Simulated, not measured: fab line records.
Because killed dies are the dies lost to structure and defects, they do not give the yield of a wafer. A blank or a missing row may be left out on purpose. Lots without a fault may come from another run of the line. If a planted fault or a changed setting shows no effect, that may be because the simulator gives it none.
Which tool is to blame?    flow nand_harc    Sampling: 14 lots, 42 wafers, 4 of 1302 route steps

WHAT EACH GAUGE READ, for each wafer
The record lacks any reading of a measuring or inspecting step that a usual standard deviation could be used to judge.

WHAT TOOL EACH LOT RAN ON (gives the tool, then ch and the chambers of the sampled wafers, and finally the start)
lot   NHARC_A_M1_DEP_33                NHARC_A_BONDPAD_ETCH_12             NHARC_A_BONDPAD_STRIP_15            NHARC_A_BONDPAD_PVD_27
L913  pecvd-03 ch 0,1,2, day 23 08:17  rie_diel-03 ch 0,1,2, day 23 10:26  rie_diel-03 ch 1,2,3, day 23 10:40  pvd_sputter-03, no start
L912  pecvd-03 ch 0,2, day 23 11:23    rie_diel-02 ch 0,2,3, day 23 13:27  rie_diel-04 ch 0,1,3, day 23 13:40  pvd_sputter-01, no start
L915  pecvd-02 ch 1,2, day 24 12:31    rie_diel-04 ch 0,3, day 24 14:30    rie_diel-03 ch 0,1,2, day 24 14:45  pvd_sputter-02, no start
L918  pecvd-03 ch 1,2, day 24 21:46    rie_diel-03 ch 0,3, day 24 23:46    rie_diel-03 ch 1,3, day 24 23:59    pvd_sputter-03, no start
L917  pecvd-02 ch 0,1,2, day 26 06:56  rie_diel-04 ch 0,3, day 26 09:08    rie_diel-03 ch 1,2, day 26 09:23    pvd_sputter-01, no start
L919  pecvd-02 ch 0,2, day 26 22:26    rie_diel-04 ch 0,3, day 27 00:35    rie_diel-03 ch 0,1,2, day 27 00:49  pvd_sputter-01, no start
L921  pecvd-02 ch 1,2, day 27 04:48    rie_diel-03 ch 0,1,3, day 27 06:58  rie_diel-02 ch 1,3, day 27 07:11    pvd_sputter-02, no start
L924  pecvd-03 ch 0,1,2, day 27 21:23  rie_diel-03 ch 0,2, day 27 23:33    rie_diel-04 ch 0,1, day 27 23:47    pvd_sputter-01, no start
L923  pecvd-02 ch 0,1,2, day 28 02:49  rie_diel-03 ch 0,1,2, day 28 04:50  rie_diel-04 ch 0,1,3, day 28 05:04  pvd_sputter-02, no start
L930  pecvd-03 ch 0,1,2, day 29 23:52  rie_diel-04 ch 2,3, day 30 02:02    rie_diel-03 ch 1,2,3, day 30 02:17  pvd_sputter-03, no start
L932  pecvd-04 ch 0,1,2, day 31 19:38  rie_diel-03 ch 0,1,2, day 31 21:45  rie_diel-04 ch 0,1,3, day 31 21:59  pvd_sputter-02, no start
L934  pecvd-04 ch 0,1,2, day 32 01:52  rie_diel-03 ch 1,2, day 32 04:02    rie_diel-04 ch 0,1,3, day 32 04:14  pvd_sputter-01, no start
L933  pecvd-02 ch 0,1,2, day 32 10:39  rie_diel-03 ch 1,2,3, day 32 12:51  rie_diel-03 ch 1,2,3, day 32 13:05  pvd_sputter-02, no start
L935  pecvd-04 ch 0,1, day 33 04:38    rie_diel-04 ch 0,1,3, day 33 06:42  rie_diel-03 ch 1,2,3, day 33 06:56  pvd_sputter-02, no start
- NHARC_A_M1_DEP_33: deposits SiCN, target thk 30 nm.
- NHARC_A_BONDPAD_ETCH_12: etches the open film in CHF3/O2, target depth 220 nm, time 110 s.
- NHARC_A_BONDPAD_STRIP_15: strips in O2.
- NHARC_A_BONDPAD_PVD_27: deposits Cu, target thk 30 nm, time 20.49 s.

AS READ BY THE TOOLS THEMSELVES (means over the sampled wafers that have a number; for cases with no such wafer, the mark the record gives instead)
NHARC_A_M1_DEP_33.
lot   tool      heater_power_w (W)  rf_fwd_power_W (W)
L913  pecvd-03  614                 446.6
L912  pecvd-03  575                 448.0
L915  pecvd-02  619                 447.7
L918  pecvd-03  621                 449.7
L917  pecvd-02  589                 447.3
L919  pecvd-02  537                 449.3
L921  pecvd-02  600                 449.3
L924  pecvd-03  576                 449.0
L923  pecvd-02  571                 447.5
L930  pecvd-03  650                 448.0
L932  pecvd-04  607                 449.8
L934  pecvd-04  607                 449.2
L933  pecvd-02  565                 448.9
L935  pecvd-04  597                 449.4

NHARC_A_BONDPAD_ETCH_12.
lot   tool         drypump_motor_current_A (A)  oes_product_au (a.u.)  rf_fwd_power_W (W)  rf_vpp_V (V)  showerhead_plenum_p_Torr (Torr)  throttle_valve_pct (%)
L913  rie_diel-03  5.67                         0.914                  496.1               369.0         2.33                             20.572
L912  rie_diel-02  5.77                         0.921                  496.4               369.1         2.35                             20.569
L915  rie_diel-04  5.83                         0.918                  496.0               372.1         2.47                             20.570
L918  rie_diel-03  5.46                         0.967                  497.0               367.8         2.27                             20.573
L917  rie_diel-04  5.87                         0.919                  496.8               371.4         2.41                             20.573
L919  rie_diel-04  5.88                         0.922                  497.8               372.2         2.41                             20.575
L921  rie_diel-03  5.56                         0.965                  496.9               368.5         2.29                             20.586
L924  rie_diel-03  5.82                         0.848                  431.2               369.7         2.35                             20.571
L923  rie_diel-03  5.68                         0.847                  430.6               369.7         2.33                             20.561
L930  rie_diel-04  5.82                         0.917                  495.1               370.7         2.41                             20.573
L932  rie_diel-03  5.67                         0.942                  495.8               369.6         2.33                             20.578
L934  rie_diel-03  5.76                         0.962                  495.7               369.4         2.35                             20.573
L933  rie_diel-03  5.77                         0.958                  496.0               369.5         2.32                             20.580
L935  rie_diel-04  5.76                         0.927                  498.5               372.3         2.45                             20.572

NHARC_A_BONDPAD_STRIP_15.
lot   tool         drypump_motor_current_A (A)  oes_product_au (a.u.)  rf_vpp_V (V)  showerhead_plenum_p_Torr (Torr)  throttle_valve_pct (%)
L913  rie_diel-03  5.79                         0.995                  57.4          3.42                             17.034
L912  rie_diel-04  5.75                         1.005                  59.0          3.62                             17.035
L915  rie_diel-03  5.68                         0.988                  57.3          3.43                             17.039
L918  rie_diel-03  5.63                         0.989                  57.4          3.39                             17.033
L917  rie_diel-03  5.91                         0.990                  56.8          3.48                             17.038
L919  rie_diel-03  5.67                         0.998                  57.6          3.43                             17.033
L921  rie_diel-02  5.93                         1.019                  57.9          3.51                             17.033
L924  rie_diel-04  5.72                         0.996                  57.9          3.69                             17.041
L923  rie_diel-04  5.75                         0.996                  57.2          3.61                             17.033
L930  rie_diel-03  5.77                         0.995                  58.3          3.42                             17.035
L932  rie_diel-04  5.75                         1.003                  57.8          3.61                             17.033
L934  rie_diel-04  5.76                         1.000                  58.0          3.61                             17.037
L933  rie_diel-03  5.80                         0.995                  58.1          3.42                             17.040
L935  rie_diel-03  5.79                         0.994                  57.7          3.42                             17.041

NHARC_A_BONDPAD_PVD_27.
lot   tool            throttle_valve_pct (%)
L913  pvd_sputter-03  31.5
L912  pvd_sputter-01  29.6
L915  pvd_sputter-02  31.5
L918  pvd_sputter-03  29.6
L917  pvd_sputter-01  29.7
L919  pvd_sputter-01  29.6
L921  pvd_sputter-02  31.5
L924  pvd_sputter-01  29.9
L923  pvd_sputter-02  31.1
L930  pvd_sputter-03  30.0
L932  pvd_sputter-02  31.0
L934  pvd_sputter-01  29.2
L933  pvd_sputter-02  31.0
L935  pvd_sputter-02  31.1

THE ANSWER, worked out from the rows above alone
Rule: the lots themselves supply what counts as usual. The widest of any qualifying gaps counts: lots, ordered by their means at a reading, are off when they make up no more than a third of the lots, leave a main group of 4 or more, and stand apart from it by 3 or more times the standard deviation of that group's means. Not used: any main group whose means are identical at the precision the tables above print for the reading. A lot without any number at a reading at which 4 lots or more have one is off too. Where the step has rows for the other lots, those lots are counted as sound. Order of review: gauges by route order, followed by the tools' own readings, for which a lot's mean as printed above is used. The first step at which some lot is off is used, and at that step the reading that is off furthest; a lot without a number counts as furthest.
Off: L924, L923, at NHARC_A_BONDPAD_ETCH_12 (rf_fwd_power_W). The main group has a mean of 496.5 W with a standard deviation of 0.91.
If a tool, at that step or one of the process steps before it, ran each lot that is off and ran no sound lot following the first of them, it fits. No candidate that was tried fits.

WHAT THE SIMULATOR HAD INSERTED
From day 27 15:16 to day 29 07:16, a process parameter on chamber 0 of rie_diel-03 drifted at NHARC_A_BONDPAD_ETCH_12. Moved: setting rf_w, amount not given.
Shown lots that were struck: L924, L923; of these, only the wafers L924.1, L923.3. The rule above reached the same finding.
